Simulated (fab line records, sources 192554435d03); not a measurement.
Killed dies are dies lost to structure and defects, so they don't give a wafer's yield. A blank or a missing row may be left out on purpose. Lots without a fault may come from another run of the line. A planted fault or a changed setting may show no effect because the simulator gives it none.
fab line records | flow n5_finfet
record lots=7 wafers=39
route steps=1938 shown PMOS_HMC_CHANNEL_EPI@57 DUMMY_GATE@234 SD_EPI_N@273 HKMG_FIN@419 BEOL_M1@800 BEOL_M3@994 BEOL_M6@1239 BEOL_M7@1329 BEOL_M11@1536 BEOL_M12@1602 PASS1_CAP@1873 PASSIVATION@1928
start_h: hours from the record's first day to the start of the lot's first wafer shown | wait_h: hours since the lot's step before | " the same as in the row above | L1.1+2: a row that stands for several wafers | - no value, or no start given | * or withheld: withheld | < > ~ a bound
route shown NAME@n: a module of which the file shows steps, and the number in the route of the first | usual: mean/standard deviation of fault-free wafers | same: alike in all rows | chamber/n: place in a boat | sites: the reading at each site | _std_site: their standard deviation | _edge_site: outer sites' mean less inner sites' | radius_mm: how far each site lies from the wafer's centre | mask NAME#n: copy n | behind: the tool/chamber that last shaped the wafer | hold: why the lot was held/for how many hours/how that ended | device: the transistor (n, p or np) that didn't switch | end of line: the same wafers' tests at the end of the route | a step without rows: its recipe alone | killed: dies lost to structure and defects at the first sort, not the wafer's yield | map: a wafer's dies, x killed, . not, _ none there
set.NAME: the setting as run; set.NAME@STEP: as run at that earlier step | model.NAME: the simulator's own value behind a step, which no gauge read
lots whose settings were changed on purpose; a table a step, a row a wafer
## steps
# step N5_PMOS_HMC_CHANNEL_EPI_HM_DEP_34
# recipe material=SiO2 target_thk_a=360 temp_c=400 precursor=TEOS/O2 pressure_torr=6.5 rf_w=900 teos_flow_sccm=161.4 gas=O2 flow_sccm=2650 time_s=6.9
# step N5_DUMMY_GATE_DESCUM_20
# recipe chemistry=O2 time_s=6.2 source_power_w=50 bias_power_w=20 pressure_mtorr=20 rf_frequency_hz=2.712e+07 temp_c=40 resist=CAR-EUV o2_flow_sccm=225
# step N5_SD_EPI_N_DESCUM_14
# recipe chemistry=O2 time_s=7.9 source_power_w=50 bias_power_w=20 pressure_mtorr=20 rf_frequency_hz=2.712e+07 temp_c=40 resist=CAR-ArF-block o2_flow_sccm=225
# step N5_HKMG_FIN_ALD_36
# recipe material=TiN target_thk_a=10 temp_c=400 ald_precursor_family=TiCl4 ald_co_reactant=NH3 pulse_time_s=1 purge_time_s=3 co_reactant_purge_time_s=2 co_reactant_pulse_time_s=2 ald_cycles=47 pressure_torr=3
# step N5_BEOL_M1_TRENCH_ETCH_37
# recipe chemistry=C4F6/O2 target_depth_a=552.07 target=SiOC time_s=29 ion_energy_ev=250 pressure_mtorr=30 source_w=355 bias_w=185 Ar_flow_sccm=300 C4F6_flow_sccm=10 O2_flow_sccm=10
# step N5_BEOL_M3_SPUTTER_48
# recipe material=Cu target_thk_a=45 temp_c=-20 chamber_pressure_pa=0.07 power_w=withheld time_s=8.29
# step N5_BEOL_M6_TRENCH_ETCH_37
# recipe chemistry=C4F6/O2 target_depth_a=944.35 target=SiCOH_lowk time_s=31.5 ion_energy_ev=250 pressure_mtorr=30 source_w=345 bias_w=185 Ar_flow_sccm=300 C4F6_flow_sccm=10 O2_flow_sccm=10
# step N5_BEOL_M7_DEP_56
# recipe material=SiCN target_thk_a=100 temp_c=withheld precursor=3MS/NH3 pressure_torr=3 rf_w=202 time_s=17.5
# step N5_BEOL_M11_ILD_DEP_00
# recipe material=SiCOH_lowk target_thk_a=3085.1 temp_c=300 precursor=DEMS/porogen pressure_torr=5 rf_w=500 time_s=58
# step N5_BEOL_M12_ILD_DEP_00
# recipe material=SiOC target_thk_a=6589.2 temp_c=350 precursor=DEMS/O2 pressure_torr=5 rf_w=500 time_s=130.7
# step N5_PASSIVATION_PECVD_55
# recipe material=SiO2 target_thk_a=4000 temp_c=400 precursor=SiH4/N2O pressure_torr=2.7 rf_w=608 time_s=22.5
# step N5_PASSIVATION_DESCUM_46
# recipe chemistry=O2 time_s=7.9 source_power_w=50 bias_power_w=20 pressure_mtorr=20 rf_frequency_hz=2.712e+07 temp_c=40 o2_flow_sccm=225
# step N5_PASSIVATION_PROBE_49
# usual killed_at_M0_to_M3=36/10
# columns lot.wafer tool chamber start_h wait_h set.target_thk_a@PMOS_HMC_CHANNEL_EPI_HM_DEP_34 set.time_s@DUMMY_GATE_DESCUM_20 set.time_s@SD_EPI_N_DESCUM_14 set.ald_cycles@HKMG_FIN_ALD_36 set.target_depth_a@BEOL_M1_TRENCH_ETCH_37 set.target_thk_a@BEOL_M3_SPUTTER_48 set.target_depth_a@BEOL_M6_TRENCH_ETCH_37 set.time_s@BEOL_M7_DEP_56 set.time_s@BEOL_M11_ILD_DEP_00 set.time_s@BEOL_M12_ILD_DEP_00 set.time_s@PASSIVATION_PECVD_55 set.time_s@PASSIVATION_DESCUM_46 killed_at_M0_to_M3
L077.1 prober-01 - 293.98 0.0 360 3.364 10.38 66 552.07 45 381.5 17.5 58 130.7 22.5 7.9 38
L077.2 prober-01 - 294.03 0.1 360 6.2 10.38 66 552.07 45 944.35 17.5 58 130.7 22.5 12.15 59
L077.3 prober-01 - 294.08 0.1 360 6.2 10.38 47 266.1 45 944.35 27.36 58 188.3 13.65 7.9 153
L077.4 prober-01 - 294.13 0.2 360 3.364 7.9 66 266.1 45 381.5 27.36 75.58 130.7 13.65 7.9 41
L077.5 prober-01 - 294.18 0.2 360 6.2 7.9 47 552.07 45 381.5 27.36 75.58 188.3 22.5 12.15 34
L077.6 prober-01 - 294.23 0.3 360 3.364 7.9 47 266.1 45 944.35 17.5 75.58 188.3 13.65 12.15 1114
L080.1 prober-02 - 309.42 0.0 244.8 6.2 7.9 47 552.07 45 944.35 27.72 37.88 130.7 22.5 10.31 26
L080.2 prober-02 - 309.47 0.1 360 6.2 7.9 47 552.07 45 944.35 27.72 58 80.42 22.5 7.9 35
L080.3 prober-02 - 309.52 0.1 244.8 6.2 7.9 47 256 45 589.3 17.5 37.88 80.42 22.5 10.31 1114
L080.4 prober-02 - 309.57 0.2 360 6.2 7.9 47 256 58.28 944.35 17.5 37.88 130.7 22.5 7.9 26
L080.5 prober-02 - 309.62 0.2 244.8 6.2 7.9 47 256 58.28 589.3 27.72 58 80.42 22.5 7.9 43
L080.6 prober-02 - 309.67 0.3 360 6.2 7.9 47 552.07 58.28 589.3 17.5 58 130.7 22.5 10.31 37
L086.1 prober-01 - 364.05 0.0 360 3.324 7.9 47 552.07 45 944.35 21.97 58 130.7 14.06 7.9 34
L086.2 prober-01 - 364.10 0.1 253.3 3.324 11.32 47 226.7 45 944.35 17.5 58 130.7 22.5 7.9 1116
L086.3 prober-01 - 364.15 0.1 360 6.2 7.9 47 552.07 45 944.35 21.97 58 156 22.5 4.057 45
L086.4 prober-01 - 364.20 0.2 360 6.2 11.32 47 226.7 45 944.35 21.97 58 130.7 22.5 4.057 1124
L086.5 prober-01 - 364.25 0.2 253.3 3.324 7.9 47 226.7 45 944.35 17.5 58 156 14.06 7.9 1108
L086.6 prober-01 - 364.30 0.3 253.3 6.2 11.32 47 552.07 45 944.35 17.5 58 156 14.06 4.057 27
L087.1 prober-02 - 368.33 0.0 360 6.2 7.9 47 552.07 45 944.35 17.5 58 130.7 22.5 7.9 23
L087.3 prober-02 - 368.43 0.1 360 6.2 7.9 47 552.07 45 944.35 17.5 58 130.7 22.5 7.9 37
L087.4 prober-02 - 368.48 0.2 360 6.2 7.9 47 552.07 45 944.35 17.5 58 130.7 22.5 7.9 30
L089.1 prober-01 - 383.11 0.0 507.5 9.436 10.8 47 552.07 31.21 944.35 17.5 74.1 106.4 22.5 7.9 19
L089.2 prober-01 - 383.16 0.1 507.5 6.2 10.8 47 552.07 45 944.35 26.82 58 130.7 22.5 7.9 36
L089.3 prober-01 - 383.21 0.1 507.5 9.436 7.9 47 552.07 45 944.35 17.5 74.1 130.7 22.5 7.9 46
L089.4 prober-01 - 383.26 0.2 360 6.2 10.8 47 552.07 45 944.35 26.82 58 106.4 22.5 7.9 20
L089.5 prober-01 - 383.31 0.2 360 9.436 7.9 47 552.07 31.21 944.35 17.5 58 130.7 22.5 7.9 25
L089.6 prober-01 - 383.36 0.3 360 6.2 7.9 47 552.07 31.21 944.35 26.82 74.1 106.4 22.5 7.9 31
L097.1 prober-02 - 437.77 0.9 360 9.093 7.9 47 411.9 67.48 944.35 17.5 58 130.7 34.77 4.038 53
L097.2 prober-02 - 437.82 1.0 295.9 9.093 3.16 27 411.9 45 944.35 17.5 80.39 130.7 34.77 7.9 61
L097.3 prober-02 - 437.87 1.0 295.9 6.2 3.16 27 552.07 45 944.35 27.89 58 130.7 34.77 4.038 45
L097.4 prober-02 - 437.92 1.1 360 9.093 3.16 47 552.07 45 944.35 17.5 80.39 130.7 22.5 7.9 46
L097.5 prober-02 - 437.97 1.1 295.9 6.2 7.9 47 411.9 67.48 944.35 27.89 58 130.7 22.5 7.9 50
L097.6 prober-02 - 438.02 1.2 360 6.2 7.9 27 552.07 67.48 944.35 27.89 80.39 130.7 22.5 4.038 44
L096.1 prober-02 - 439.10 0.0 360 8.882 9.133 47 552.07 45 944.35 14.1 58 130.7 22.5 3.952 31
L096.2 prober-02 - 439.15 0.1 360 6.2 9.133 47 552.07 45 1256 17.5 58 96.09 22.5 7.9 50
L096.3 prober-02 - 439.20 0.1 360 8.882 7.9 47 223.3 45 944.35 17.5 86.11 96.09 22.5 3.952 1106
L096.4 prober-02 - 439.25 0.2 491.6 6.2 7.9 47 552.07 37 1256 14.1 86.11 96.09 15.45 7.9 34
L096.5 prober-02 - 439.30 0.2 491.6 6.2 7.9 47 223.3 37 1256 17.5 58 130.7 15.45 7.9 1114
L096.6 prober-02 - 439.35 0.3 491.6 8.882 9.133 47 223.3 37 944.35 14.1 86.11 130.7 15.45 3.952 1110
# killed by level:class
L077.1 BEOL_M6:area_ecd=1081 FIN_SAQP:geometric_particle:short=15 FIN_SAQP:geometric_particle:open=15 BEOL_M0_SAQP:geometric_particle:open=10 BEOL_M0_SAQP:geometric_particle:short=9 BEOL_M4:geometric_particle:open=5 BEOL_M1:geometric_particle:short=5 STARTING-WAFER:geometric_particle:open=5
L077.2 BEOL_M1:geometric_particle:open=11 BEOL_M3:geometric_particle:open=11 BEOL_M0_SAQP:geometric_particle:short=10 BEOL_M0_SAQP:geometric_particle:open=9 FIN_SAQP:geometric_particle:short=8 MOL_CONTACT_COAG:geometric_particle:open=8 BEOL_M1:geometric_particle:short=6 BEOL_M2:geometric_particle:open=6
L077.3 BEOL_M1:area_etch=124 FIN_SAQP:geometric_particle:open=9 BEOL_M0_SAQP:geometric_particle:short=8 MOL_CONTACT_COAG:geometric_particle:open=7 BEOL_M0_SAQP:geometric_particle:open=6 FIN_SAQP:geometric_particle:short=5 BEOL_M2:geometric_particle:open=5 BEOL_M5:geometric_particle:open=4
L077.4 BEOL_M6:area_ecd=1051 FIN_SAQP:geometric_particle:short=16 BEOL_M4:geometric_particle:open=15 FIN_SAQP:geometric_particle:open=11 BEOL_M1:geometric_particle:open=10 BEOL_M2:geometric_particle:open=8 BEOL_M0_SAQP:geometric_particle:short=7 DUMMY_GATE:geometric_particle:open=5
L077.5 BEOL_M6:area_ecd=1088 BEOL_M0_SAQP:geometric_particle:open=12 FIN_SAQP:geometric_particle:open=9 BEOL_M0_SAQP:geometric_particle:short=8 BEOL_M4:geometric_particle:open=7 STARTING-WAFER:geometric_particle:short=5 FIN_SAQP:geometric_particle:short=4 MOL_CONTACT_COAG:geometric_particle:open=4
L077.6 BEOL_M1:area_etch=1071 STI_FIN_REVEAL:geometric_particle:open=14 BEOL_M0_SAQP:geometric_particle:open=13 BEOL_M2:geometric_particle:open=9 MOL_CONTACT_COAG:geometric_particle:open=8 BEOL_M4:geometric_particle:open=8 BEOL_M0_SAQP:geometric_particle:short=6 BEOL_M3:geometric_particle:open=6
L080.1 BEOL_M11:area_dep=319 MOL_CONTACT_COAG:geometric_particle:open=18 FIN_SAQP:geometric_particle:open=14 BEOL_M1:geometric_particle:open=8 BEOL_M2:geometric_particle:open=7 DUMMY_GATE:geometric_particle:open=5 BEOL_M3:geometric_particle:open=5 FIN_SAQP:geometric_particle:short=4
L080.2 FIN_SAQP:geometric_particle:open=15 FIN_SAQP:geometric_particle:short=12 BEOL_M0_SAQP:geometric_particle:short=9 MOL_CONTACT_COAG:geometric_particle:open=8 BEOL_M0_SAQP:geometric_particle:open=7 BEOL_M1:geometric_particle:open=6 BEOL_M3:geometric_particle:open=6 STI_FIN_REVEAL:geometric_particle:open=5
L080.3 BEOL_M1:area_etch=1079 MOL_CONTACT_COAG:geometric_particle:open=11 FIN_SAQP:geometric_particle:open=8 BEOL_M1:geometric_particle:open=8 BEOL_M3:geometric_particle:open=8 STARTING-WAFER:geometric_particle:open=7 DUMMY_GATE:geometric_particle:open=6 MOL_CONTACT_COAG:geometric_particle:short=5
L080.4 MOL_CONTACT_COAG:geometric_particle:open=12 BEOL_M11:area_dep=12 FIN_SAQP:geometric_particle:short=11 BEOL_M4:geometric_particle:open=8 FIN_SAQP:geometric_particle:open=7 STI_FIN_REVEAL:geometric_particle:open=7 DUMMY_GATE:geometric_particle:open=7 BEOL_M3:geometric_particle:open=7
L080.5 BEOL_M6:area_ecd=218 FIN_SAQP:geometric_particle:open=14 BEOL_M0_SAQP:geometric_particle:open=11 MOL_CONTACT_COAG:geometric_particle:open=9 BEOL_M0_SAQP:geometric_particle:short=9 BEOL_M3:geometric_particle:open=9 BEOL_M4:geometric_particle:open=8 BEOL_M2:geometric_particle:open=6
L080.6 BEOL_M6:area_ecd=82 BEOL_M1:geometric_particle:open=13 MOL_CONTACT_COAG:geometric_particle:open=11 BEOL_M0_SAQP:geometric_particle:short=8 BEOL_M0_SAQP:geometric_particle:open=7 BEOL_M3:geometric_particle:open=5 FIN_SAQP:geometric_particle:open=4 FIN_SAQP:geometric_particle:short=4
L086.1 MOL_CONTACT_COAG:geometric_particle:open=14 BEOL_M1:geometric_particle:open=9 STI_FIN_REVEAL:geometric_particle:open=8 FIN_SAQP:geometric_particle:open=7 BEOL_M0_SAQP:geometric_particle:open=7 BEOL_M3:geometric_particle:open=7 FIN_SAQP:geometric_particle:short=6 GATE_CUT:geometric_particle:short=6
L086.2 BEOL_M1:area_etch=1091 BEOL_M4:geometric_particle:open=14 BEOL_M0_SAQP:geometric_particle:short=9 BEOL_M0_SAQP:geometric_particle:open=7 MOL_CONTACT_COAG:geometric_particle:open=6 STI_FIN_REVEAL:geometric_particle:open=6 STARTING-WAFER:geometric_particle:short=5 BEOL_M1:geometric_particle:open=5
L086.3 BEOL_M0_SAQP:geometric_particle:open=13 BEOL_M0_SAQP:geometric_particle:short=12 FIN_SAQP:geometric_particle:open=11 DUMMY_GATE:geometric_particle:open=8 MOL_CONTACT_COAG:geometric_particle:open=7 BEOL_M1:geometric_particle:open=7 FIN_SAQP:geometric_particle:short=6 GATE_CUT:geometric_particle:open=5
L086.4 BEOL_M1:area_etch=1071 BEOL_M0_SAQP:geometric_particle:open=20 BEOL_M0_SAQP:geometric_particle:short=13 MOL_CONTACT_COAG:geometric_particle:open=11 BEOL_M1:geometric_particle:open=7 BEOL_M2:geometric_particle:open=6 FIN_SAQP:geometric_particle:short=5 STI_FIN_REVEAL:geometric_particle:open=5
L086.5 BEOL_M1:area_etch=1078 FIN_SAQP:geometric_particle:open=10 BEOL_M0_SAQP:geometric_particle:short=9 BEOL_M4:geometric_particle:open=8 DUMMY_GATE:geometric_particle:open=7 STI_FIN_REVEAL:geometric_particle:open=6 BEOL_M0_SAQP:geometric_particle:open=6 BEOL_M1:geometric_particle:open=5
L086.6 MOL_CONTACT_COAG:geometric_particle:open=11 BEOL_M0_SAQP:geometric_particle:short=10 FIN_SAQP:geometric_particle:open=8 FIN_SAQP:geometric_particle:short=7 STI_FIN_REVEAL:geometric_particle:open=7 BEOL_M0_SAQP:geometric_particle:open=7 BEOL_M1:geometric_particle:open=5 GATE_CUT:geometric_particle:open=4
L087.1 MOL_CONTACT_COAG:geometric_particle:open=7 BEOL_M1:geometric_particle:open=6 FIN_SAQP:geometric_particle:open=4 GATE_CUT:geometric_particle:short=4 BEOL_M3:geometric_particle:open=4 FIN_SAQP:geometric_particle:short=3 BEOL_M0:geometric_particle:open=3 BEOL_M2:geometric_particle:open=3
L087.3 BEOL_M3:geometric_particle:open=10 FIN_SAQP:geometric_particle:short=8 STI_FIN_REVEAL:geometric_particle:open=8 DUMMY_GATE:geometric_particle:open=7 BEOL_M1:geometric_particle:open=7 MOL_CONTACT_COAG:geometric_particle:open=6 DUMMY_GATE:geometric_particle:short=5 BEOL_M2:geometric_particle:open=5
L087.4 STI_FIN_REVEAL:geometric_particle:open=8 BEOL_M1:geometric_particle:open=8 FIN_SAQP:geometric_particle:short=6 DUMMY_GATE:geometric_particle:open=6 BEOL_M2:geometric_particle:open=6 BEOL_M3:geometric_particle:open=5 BEOL_M0_SAQP:geometric_particle:open=4 BEOL_M0_SAQP:geometric_particle:short=4
L089.1 MOL_CONTACT_COAG:geometric_particle:open=16 MOL_CONTACT_COAG:geometric_particle:short=8 FIN_SAQP:geometric_particle:short=6 BEOL_M0_SAQP:geometric_particle:open=5 FIN_SAQP:geometric_particle:open=3 STI_FIN_REVEAL:geometric_particle:short=3 BEOL_M0_SAQP:geometric_particle:short=3 BEOL_M3:geometric_particle:open=3
L089.2 MOL_CONTACT_COAG:geometric_particle:open=17 FIN_SAQP:geometric_particle:open=13 FIN_SAQP:geometric_particle:short=10 MOL_CONTACT_COAG:geometric_particle:short=7 BEOL_M0_SAQP:geometric_particle:open=7 BEOL_M3:geometric_particle:open=7 BEOL_M0_SAQP:geometric_particle:short=6 BEOL_M2:geometric_particle:open=6
L089.3 BEOL_M4:geometric_particle:open=16 FIN_SAQP:geometric_particle:open=13 BEOL_M0_SAQP:geometric_particle:short=13 FIN_SAQP:geometric_particle:short=12 BEOL_M0_SAQP:geometric_particle:open=11 MOL_CONTACT_COAG:geometric_particle:open=9 BEOL_M3:geometric_particle:open=7 STI_FIN_REVEAL:geometric_particle:open=5
L089.4 MOL_CONTACT_COAG:geometric_particle:open=30 FIN_SAQP:geometric_particle:open=12 FIN_SAQP:geometric_particle:short=9 BEOL_M1:geometric_particle:open=8 BEOL_M4:geometric_particle:open=8 BEOL_M3:geometric_particle:open=6 BEOL_M6:geometric_particle:open=4 PASS1_CAP:geometric_particle:short=4
L089.5 MOL_CONTACT_COAG:geometric_particle:open=20 FIN_SAQP:geometric_particle:short=15 FIN_SAQP:geometric_particle:open=14 BEOL_M3:geometric_particle:open=7 MOL_CONTACT_COAG:geometric_particle:short=6 BEOL_M0_SAQP:geometric_particle:open=6 BEOL_M4:geometric_particle:open=5 STI_FIN_REVEAL:geometric_particle:open=4
L089.6 BEOL_M11:area_etch=1075 MOL_CONTACT_COAG:geometric_particle:open=12 BEOL_M4:geometric_particle:open=10 FIN_SAQP:geometric_particle:open=9 FIN_SAQP:geometric_particle:short=8 BEOL_M0:geometric_particle:open=7 BEOL_M0_SAQP:geometric_particle:short=7 BEOL_M0_SAQP:geometric_particle:open=6
L097.1 BEOL_M3:geometric_particle:open=11 MOL_CONTACT_COAG:geometric_particle:open=9 BEOL_M1:geometric_particle:open=8 BEOL_M2:geometric_particle:open=8 BEOL_M0_SAQP:geometric_particle:open=7 BEOL_M1:geometric_particle:short=6 STARTING-WAFER:geometric_particle:open=6 FIN_SAQP:geometric_particle:open=5
L097.2 BEOL_M11:area_etch=1064 BEOL_M0_SAQP:geometric_particle:open=17 BEOL_M2:geometric_particle:open=16 STI_FIN_REVEAL:geometric_particle:open=12 MOL_CONTACT_COAG:geometric_particle:open=10 BEOL_M3:geometric_particle:open=10 BEOL_M0_SAQP:geometric_particle:short=9 FIN_SAQP:geometric_particle:open=4
L097.3 MOL_CONTACT_COAG:geometric_particle:open=18 FIN_SAQP:geometric_particle:open=15 BEOL_M2:geometric_particle:open=10 STI_FIN_REVEAL:geometric_particle:open=7 BEOL_M0_SAQP:geometric_particle:open=7 BEOL_M0_SAQP:geometric_particle:short=7 BEOL_M1:geometric_particle:short=6 GATE_CUT:geometric_particle:short=5
L097.4 BEOL_M11:area_etch=1067 MOL_CONTACT_COAG:geometric_particle:open=12 BEOL_M0_SAQP:geometric_particle:short=12 FIN_SAQP:geometric_particle:open=10 STI_FIN_REVEAL:geometric_particle:open=8 BEOL_M1:geometric_particle:open=8 FIN_SAQP:geometric_particle:short=7 BEOL_M0_SAQP:geometric_particle:open=7
L097.5 MOL_CONTACT_COAG:geometric_particle:open=17 FIN_SAQP:geometric_particle:open=12 BEOL_M0_SAQP:geometric_particle:open=11 BEOL_M0_SAQP:geometric_particle:short=11 BEOL_M1:geometric_particle:open=7 BEOL_M2:geometric_particle:open=6 BEOL_M3:geometric_particle:open=6 FIN_SAQP:geometric_particle:short=5
L097.6 BEOL_M11:area_etch=1087 BEOL_M0_SAQP:geometric_particle:open=11 BEOL_M3:geometric_particle:open=9 BEOL_M1:geometric_particle:open=8 STI_FIN_REVEAL:geometric_particle:open=6 MOL_CONTACT_COAG:geometric_particle:open=5 BEOL_M2:geometric_particle:open=5 MOL_CONTACT_COAG:geometric_particle:short=4
L096.1 MOL_CONTACT_COAG:geometric_particle:open=19 FIN_SAQP:geometric_particle:open=16 BEOL_M1:geometric_particle:open=9 FIN_SAQP:geometric_particle:short=7 STI_FIN_REVEAL:geometric_particle:open=6 GATE_CUT:geometric_particle:short=6 BEOL_M0_SAQP:geometric_particle:open=6 BEOL_M2:geometric_particle:open=5
L096.2 FIN_SAQP:geometric_particle:open=19 BEOL_M1:geometric_particle:open=19 MOL_CONTACT_COAG:geometric_particle:open=16 FIN_SAQP:geometric_particle:short=8 BEOL_M0_SAQP:geometric_particle:open=8 BEOL_M1:geometric_particle:short=8 DUMMY_GATE:geometric_particle:open=6 STI_FIN_REVEAL:geometric_particle:open=5
L096.3 BEOL_M1:area_etch=1074 MOL_CONTACT_COAG:geometric_particle:open=16 BEOL_M2:geometric_particle:open=9 STI_FIN_REVEAL:geometric_particle:open=7 HKMG_FIN:area_etch=7 GATE_CUT:geometric_particle:short=6 MOL_CONTACT_COAG:geometric_particle:short=6 BEOL_M1:geometric_particle:open=6
L096.4 BEOL_M11:area_etch=1067 MOL_CONTACT_COAG:geometric_particle:open=19 STI_FIN_REVEAL:geometric_particle:open=9 BEOL_M0_SAQP:geometric_particle:open=7 BEOL_M0_SAQP:geometric_particle:short=7 MOL_CONTACT_COAG:geometric_particle:short=6 BEOL_M2:geometric_particle:open=6 BEOL_M5:geometric_particle:open=6
L096.5 BEOL_M1:area_etch=1080 MOL_CONTACT_COAG:geometric_particle:open=12 FIN_SAQP:geometric_particle:open=10 BEOL_M0_SAQP:geometric_particle:open=7 FIN_SAQP:geometric_particle:short=6 BEOL_M2:geometric_particle:open=6 BEOL_M0_SAQP:geometric_particle:short=6 BEOL_M1:geometric_particle:open=5
L096.6 BEOL_M1:area_etch=1083 MOL_CONTACT_COAG:geometric_particle:open=17 STI_FIN_REVEAL:geometric_particle:open=8 BEOL_M1:geometric_particle:open=7 FIN_SAQP:geometric_particle:short=6 FIN_SAQP:geometric_particle:open=6 BEOL_M0_SAQP:geometric_particle:short=5 BEOL_M0_SAQP:geometric_particle:open=5
## key
split step=N5_PMOS_HMC_CHANNEL_EPI_HM_DEP_34 setting=target_thk_a stated_as=360
response none clear
split step=N5_DUMMY_GATE_DESCUM_20 setting=time_s stated_as=6.2
response none clear
split step=N5_SD_EPI_N_DESCUM_14 setting=time_s stated_as=7.9
response none clear
split step=N5_HKMG_FIN_ALD_36 setting=ald_cycles stated_as=47
response none clear
split step=N5_BEOL_M1_TRENCH_ETCH_37 setting=target_depth_a stated_as=552.07
response step=N5_PASSIVATION_PROBE_49 reading=killed_at_M0_to_M3 slope=-12.9 per=1% together_with=all explained=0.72
split step=N5_BEOL_M3_SPUTTER_48 setting=target_thk_a stated_as=45
response none clear
split step=N5_BEOL_M6_TRENCH_ETCH_37 setting=target_depth_a stated_as=944.35
response none clear
split step=N5_BEOL_M7_DEP_56 setting=time_s stated_as=17.5
response none clear
split step=N5_BEOL_M11_ILD_DEP_00 setting=time_s stated_as=58
response none clear
split step=N5_BEOL_M12_ILD_DEP_00 setting=time_s stated_as=130.7
response none clear
split step=N5_PASSIVATION_PECVD_55 setting=time_s stated_as=22.5
response none clear
split step=N5_PASSIVATION_DESCUM_46 setting=time_s stated_as=7.9
response none clear
